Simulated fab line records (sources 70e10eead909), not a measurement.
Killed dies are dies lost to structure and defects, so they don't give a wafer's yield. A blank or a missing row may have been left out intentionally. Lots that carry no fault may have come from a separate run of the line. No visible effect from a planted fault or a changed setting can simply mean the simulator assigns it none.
A lot that was struck, set against a sound lot || flow nand_harc || 24 steps out of a route of 1302
Sound: the wafers L518.1, L518.3, L518.6. Wafers struck: L530.4, L530.5, L530.6. The cause comes at the end.
For every step that has rows: the tool of each side, followed by ch and its chambers, followed by its first start. Under that, the readings that differ: sound wafers || struck wafers || difference of the means || sigmas: that difference in standard deviations of wafers without a fault.
alike: same words and numbers on both sides, and readings whose means sit less than 2 such deviations apart. not compared: any withheld reading, any reading some wafer has no value for, any bound like >300 that may hide the same value, and any number with overlapping values for which the record gives no deviation.
The two part at a step that has a row with sigmas, a row that says differs or no value, or rows on one side only. When numbers do not overlap yet have no deviation, they are printed without sigmas and do not part them. Lack of a reading on every wafer of one side parts them only where that side has two or more wafers.

NHARC_P_M1_INSPECT_27:
  struck on defect_inspect-01, day 13 08:51; sound on defect_inspect-02, day 8 05:33
  alike: raw_defect_count
NHARC_P_M1_PRE_CLEAN_32: time 12 s.
  sound on pecvd-04 ch 0,1,2, day 8 05:37; struck on pecvd-02 ch 0,1,2, day 13 08:57
  alike: heater_power_w
NHARC_P_M1_DEP_33: deposits SiCN, target thk 30 nm.
  sound on pecvd-04 ch 0,1,2, day 8 05:42; struck on pecvd-02 ch 0,1,2, day 13 09:07
  alike: heater_power_w
then, 8 steps without rows for these wafers: NHARC_P_M2_DEP_00 (deposits SiOC, target thk 182.5 nm); NHARC_P_M2_DEHYDRATE_01 (time 120 s); NHARC_P_M2_HMDS_02 (time 30 s); NHARC_P_M2_COAT_34 (time 65 s); NHARC_P_M2_COAT_03 (resist thk 90 nm); NHARC_P_M2_SOFTBAKE_04 (time 55 s); NHARC_P_M2_EBR_05; NHARC_P_M2_EXPOSE_06 (exposes mask P M2, target cd 170 nm).
NHARC_P_M2_PEB_07: peb time 65 s.
  sound on litho_track-01 ch 0, day 8 06:45; struck on litho_track-01 ch 0, day 13 10:03
  alike: chill_plate_temp_C
then, 1 step without rows for these wafers: NHARC_P_M2_DEVELOP_08 (develop time 35 s).
NHARC_P_M2_CD_MEAS_09 targets a cd of 170 nm.
  sound on cd_sem-03 ch 0, day 8 06:50; struck on cd_sem-01 ch 0, day 13 10:08
{"reading": "cd_nm (nm)", "sound": "169.5 169.5 169.8", "struck": "173.6 173.5 174.2", "difference": "+4.2", "sigmas": "+7"}
NHARC_P_M2_OVL_MEAS_10: pitch 340 nm.
  struck on overlay-02, day 13 10:13; sound on overlay-01, day 8 06:55
  alike: overlay_x_nm, overlay_y_nm
NHARC_P_M2_INSPECT_11:
  struck on defect_inspect-02, day 13 10:15; sound on defect_inspect-02, day 8 06:58
  alike: raw_defect_count
NHARC_P_M2_DESCUM_14: chemistry O2, time 3 s.
  sound on rie_diel-12 ch 0,1, day 8 07:02; struck on rie_diel-03 ch 0,2,3, day 13 10:20
{"reading": "model.P_M2.cd_nm (nm)", "sound": "169.2 168.5 169.4", "struck": "173.3 173.4 174.4", "difference": "+4.7", "sigmas": ""}
  alike: chamber_pressure_mTorr, drypump_motor_current_A, oes_product_au, rf_vpp_V, showerhead_plenum_p_Torr, throttle_valve_pct
  not compared: rf_hours_counter_h
NHARC_P_M2_ETCH_35: etches the open film in N2/H2, target depth 40 nm, overetch 12 nm, time 43.94 s.
  sound on rie_diel-12 ch 0,2, day 8 07:07; struck on rie_diel-03 ch 0,1, day 13 10:23
  alike: chamber_pressure_mTorr, drypump_motor_current_A, oes_product_au, rf_vpp_V, showerhead_plenum_p_Torr, throttle_valve_pct
  not compared: rf_hours_counter_h
NHARC_P_M2_ETCH_15: etches the open film in C4F8/Ar, target depth 182.5 nm, time 91.2 s.
  sound: rie_diel-12 ch 0,1,2; struck: rie_diel-03 ch 0,2,3
{"reading": "oes_product_au (a.u.)", "sound": "0.930 0.911 0.922", "struck": "0.971 0.985 0.972", "difference": "+0.055", "sigmas": "+2"}
  alike: chamber_pressure_mTorr, rf_vpp_V
  not compared: rf_hours_counter_h
NHARC_P_M2_CD_MEAS_16:
  struck on cd_sem-02, day 13 10:37; sound on cd_sem-01, day 8 07:22
{"reading": "cd_nm (nm)", "sound": "169.2 167.9 168.5", "struck": "173.4 173.7 174.5", "difference": "+5.3", "sigmas": "+6"}
NHARC_P_M2_STRIP_18: strips in N2/H2.
  sound on rie_diel-03 ch 0,2,3, day 8 07:26; struck on rie_diel-12 ch 0,3, day 13 10:41
  alike: chamber_pressure_mTorr, drypump_motor_current_A, oes_product_au, rf_vpp_V, showerhead_plenum_p_Torr, throttle_valve_pct
  not compared: rf_hours_counter_h
NHARC_P_M2_ETCH_28: etches the open film in CF4/N2, target depth 30 nm, time 72.99 s.
  sound: rie_diel-03 ch 2,3; struck: rie_diel-12 ch 2,3
{"reading": "model.P_M2.cd_nm (nm)", "sound": "169.7 169.9 168.4", "struck": "173 172.7 173.9", "difference": "+4", "sigmas": ""}
  alike: chamber_pressure_mTorr, drypump_motor_current_A, oes_product_au, rf_vpp_V, showerhead_plenum_p_Torr, throttle_valve_pct
  not compared: rf_hours_counter_h
then, 2 steps without rows for these wafers: NHARC_P_M2_STRIP_19 (strips in post etch residue remover, time 600 s); NHARC_END_SORT_01.

WHERE THEY PART
Earliest at NHARC_P_M2_CD_MEAS_09; latest, in this record, at NHARC_P_M2_CD_MEAS_16. Later steps at which nothing parts them and some readings are alike: NHARC_P_M2_STRIP_18, NHARC_P_M2_ETCH_28.

WHY: what the simulator had put in
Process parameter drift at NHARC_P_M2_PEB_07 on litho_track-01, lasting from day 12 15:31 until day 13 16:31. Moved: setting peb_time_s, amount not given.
